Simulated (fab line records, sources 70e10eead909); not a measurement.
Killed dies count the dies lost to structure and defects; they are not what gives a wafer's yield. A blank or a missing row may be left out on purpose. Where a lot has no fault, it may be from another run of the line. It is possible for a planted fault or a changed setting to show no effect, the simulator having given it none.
Which tool was responsible? || flow nand_harc || 6 lots, 18 wafers sampled, at 4 steps of a route of 1159

WHAT EACH GAUGE READ, for each wafer
NHARC_END_SORT_01.
{"lot": "L440", "measured": "day 21 09:44", "on": "prober-01", "sort_rim_yield_pct (%)": "96.2 99.1 95.3"}
{"lot": "L454", "measured": "day 25 09:22", "on": "prober-02", "sort_rim_yield_pct (%)": "93.4 95.3 95.3"}

WHICH TOOL RAN EACH LOT (tool, then ch and the chambers of the sampled wafers, then the start)
{"lot": "L436", "NHARC_A_CONTACT_ETCH_98": "rie_diel-04 ch 0,3, day 17 13:36", "NHARC_A_M0_EXPOSE_06": "arfi_scanner-01 ch 0, day 17 20:35", "NHARC_A_M0_ANNEAL_30": "rtp_anneal-02 ch 0, day 17 22:47"}
{"lot": "L437", "NHARC_A_CONTACT_ETCH_98": "rie_diel-03 ch 0,3, day 18 23:18 or earlier", "NHARC_A_M0_EXPOSE_06": "arfi_scanner-03 ch 0, day 19 10:36", "NHARC_A_M0_ANNEAL_30": "rtp_anneal-02 ch 0, day 19 12:50"}
{"lot": "L440", "NHARC_A_CONTACT_ETCH_98": "rie_diel-04 ch 0,1,2, day 19 08:17 or earlier", "NHARC_A_M0_EXPOSE_06": "arfi_scanner-01 ch 0, day 19 17:53", "NHARC_A_M0_ANNEAL_30": "rtp_anneal-01 ch 0, day 19 19:53"}
{"lot": "L449", "NHARC_A_CONTACT_ETCH_98": "rie_diel-01 ch 1,2,3, day 20 21:59 or earlier", "NHARC_A_M0_EXPOSE_06": "arfi_scanner-03 ch 0, day 21 15:59", "NHARC_A_M0_ANNEAL_30": "rtp_anneal-02 ch 0, day 21 18:03"}
{"lot": "L452", "NHARC_A_CONTACT_ETCH_98": "rie_diel-01 ch 1,2,3, day 22 06:32 or earlier", "NHARC_A_M0_EXPOSE_06": "arfi_scanner-02 ch 0, day 22 17:10", "NHARC_A_M0_ANNEAL_30": "rtp_anneal-01 ch 0, day 22 19:20"}
{"lot": "L454", "NHARC_A_CONTACT_ETCH_98": "rie_diel-03 ch 1,3, day 23 03:43", "NHARC_A_M0_EXPOSE_06": "arfi_scanner-02 ch 0, day 23 15:58", "NHARC_A_M0_ANNEAL_30": "rtp_anneal-01 ch 0, day 23 18:01"}
- NHARC_A_CONTACT_ETCH_98: etches the open film in C4F6/O2, target depth 20 nm, time 10 s.
- NHARC_A_M0_EXPOSE_06: exposes mask A M0, target cd 80 nm.
- NHARC_A_M0_ANNEAL_30: time 90 s.

THE ANSWER, worked out from the rows above alone
Rule: usual is defined by the lots themselves. The widest of any qualifying gaps counts: lots, ordered by their means at a reading, are off when they make up no more than a third of the lots, leave a main group of 4 or more, and stand apart from it by 3 or more times the standard deviation of that group's means. A main group whose means are all the same, to the digits that the tables above print for the reading, isn't used. A lot without any number at a reading at which 4 lots or more have one is off too. The other lots that the step has rows for count as sound.
No lot is off at any reading shown: from this, nothing can be told.

WHAT THE SIMULATOR PUT IN
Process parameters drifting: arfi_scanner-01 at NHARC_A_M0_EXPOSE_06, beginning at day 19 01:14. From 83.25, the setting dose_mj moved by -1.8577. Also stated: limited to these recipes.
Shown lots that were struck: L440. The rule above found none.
